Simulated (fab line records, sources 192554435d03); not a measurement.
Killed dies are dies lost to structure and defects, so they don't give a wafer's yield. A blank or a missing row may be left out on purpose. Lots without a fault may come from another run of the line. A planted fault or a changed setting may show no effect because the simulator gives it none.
Which tool did it? | flow n5_finfet | 11 lots, 33 wafers sampled, at 2 steps of a route of 1938

WHAT THE GAUGES READ, wafer by wafer
N5_BEOL_M4_RC_MEAS_101.
lot  | measured     | on        | DIBL_N (mV/V)  | DIBL_P (mV/V)  | IOFF_N (nA/um)    | IOFF_P (nA/um) | ION_N (uA/um) | ION_P (uA/um) | SS_N (mV/dec)  | SS_P (mV/dec)  | VT_N (mV)         | VT_P (mV)
L650 | day 11 22:34 | prober-01 | 38.5 34.9 37.2 | 40.8 36.2 39.1 | 0.191 0.124 0.178 | 0.23 0.17 0.20 | 689 654 700   | 469 455 465   | 71.7 71.2 71.2 | 73.7 73.0 74.1 | 247.8 255.7 246.3 | -248 -254 -252
L651 | day 12 00:50 | prober-02 | 34.7 35.7 35.7 | 35.6 36.4 36.5 | 0.134 0.155 0.146 | 0.18 0.20 0.19 | 666 679 674   | 460 461 465   | 71.4 71.4 71.2 | 72.7 72.8 72.5 | 252.2 248.9 249.6 | -252 -251 -251
L652 | day 12 05:21 | prober-01 | 36.9 35.5 36.7 | 37.4 35.5 36.4 | 0.154 0.126 0.142 | 0.20 0.18 0.18 | 673 660 670   | 455 455 455   | 71.7 72.1 71.4 | 73.4 72.6 73.1 | 252.1 252.8 250.3 | -252 -252 -254
L653 | day 12 12:19 | prober-01 | 32.5 35.8 33.1 | 32.9 37.7 34.8 | 0.102 0.158 0.113 | 0.15 0.21 0.17 | 657 673 662   | 452 465 463   | 70.8 71.1 70.6 | 71.7 73.0 72.3 | 255.7 249.3 252.1 | -254 -248 -254
L654 | day 12 18:04 | prober-02 | 35.3 37.6 35.9 | 34.8 36.5 35.5 | 0.139 0.168 0.142 | 0.19 0.21 0.19 | 680 674 670   | 463 459 453   | 71.2 72.3 71.2 | 73.5 73.3 73.5 | 248.6 250.2 251.0 | -253 -250 -254
L661 | day 14 04:01 | prober-01 | 35.8 34.4 33.4 | 35.0 34.3 32.6 | 0.147 0.138 0.119 | 0.18 0.18 0.16 | 667 684 667   | 456 466 449   | 71.2 71.4 71.3 | 73.4 73.2 72.6 | 253.0 249.5 257.5 | -254 -255 -255
L663 | day 15 03:25 | prober-02 | 37.2 39.3 36.8 | 37.0 38.5 36.7 | 0.177 0.221 0.175 | 0.23 0.26 0.24 | 681 682 687   | 468 466 474   | 71.8 72.9 70.9 | 73.7 73.6 74.0 | 250.5 246.6 247.1 | -249 -246 -248
L664 | day 15 04:00 | prober-01 | 35.2 33.8 36.6 | 32.4 32.5 35.7 | 0.128 0.107 0.150 | 0.17 0.17 0.22 | 662 669 673   | 459 462 466   | 70.8 70.2 71.1 | 72.1 72.8 72.9 | 256.1 258.0 251.3 | -253 -255 -248
L665 | day 15 06:22 | prober-01 | 35.8 36.0 39.1 | 35.9 36.7 38.8 | 0.150 0.158 0.214 | 0.18 0.20 0.23 | 663 665 697   | 453 462 468   | 71.1 71.2 71.9 | 72.5 72.8 73.2 | 251.4 247.5 244.7 | -251 -249 -251
L667 | day 15 08:19 | prober-01 | 36.7 37.2 36.0 | 35.6 37.2 34.8 | 0.158 0.174 0.164 | 0.24 0.26 0.23 | 666 677 686   | 465 471 477   | 71.5 71.2 71.5 | 73.4 73.7 73.0 | 252.7 247.7 248.4 | -247 -243 -247
L668 | day 15 11:02 | prober-02 | 36.1 35.9 37.9 | 36.9 34.8 39.6 | 0.145 0.148 0.192 | 0.21 0.19 0.25 | 660 662 697   | 455 456 471   | 71.4 71.4 72.3 | 73.0 72.7 73.9 | 253.2 252.0 247.7 | -253 -252 -249

N5_BEOL_M8_CD_MEAS_35: target cd 40 nm.
lot  | measured     | on        | cd_nm (nm)
L650 | day 13 07:45 | cd_sem-01 | 40.6 40.9 40.4
L651 | day 13 11:22 | cd_sem-03 | 40.5 40.7 40.2
L652 | day 13 18:08 | cd_sem-02 | 41.0 41.1 39.9
L653 | day 14 03:01 | cd_sem-03 | 40.2 40.2 40.2
L654 | day 14 10:19 | cd_sem-01 | 39.7 39.5 40.4
L661 | day 15 20:24 | cd_sem-03 | 39.7 39.9 39.8
L663 | day 16 18:35 | cd_sem-03 | 40.8 40.6 38.4
L664 | day 16 18:59 | cd_sem-02 | 40.9 40.3 40.2
L665 | day 16 18:52 | cd_sem-03 | 40.5 39.7 40.4
L667 | day 17 00:08 | cd_sem-03 | 39.5 39.6 39.7
L668 | day 17 04:08 | cd_sem-01 | 40.1 40.9 39.9

WHICH TOOL RAN EACH LOT (tool, then ch and the chambers of the sampled wafers, then the start)
The record holds no process step before these readings.

WHAT THE TOOLS THEMSELVES READ (means of the sampled wafers that have a number; where no wafer has one, the mark that the record gives instead)
The record holds no such reading with a usual standard deviation.

THE ANSWER, worked out from the rows above alone
Rule: what is usual is taken from the lots themselves. Put in order of their means at a reading, lots are off if they are a third of the lots or fewer, leave a main group of 4 or more, and stand apart from it by a gap of 3 or more times the standard deviation of the main group's means; of several such gaps the widest counts. A main group whose means are all the same, to the digits that the tables above print for the reading, isn't used. A lot without any number at a reading at which 4 lots or more have one is off too. The other lots that the step has rows for count as sound. The gauges are gone through in route order, then the tools' own readings, and for those a lot's mean is taken as printed above. The first step at which some lot is off is used, and at that step the reading that is off furthest; a lot without a number counts as furthest.
No lot is off at any reading shown: from this, nothing can be told.

WHAT THE SIMULATOR HAD PUT IN
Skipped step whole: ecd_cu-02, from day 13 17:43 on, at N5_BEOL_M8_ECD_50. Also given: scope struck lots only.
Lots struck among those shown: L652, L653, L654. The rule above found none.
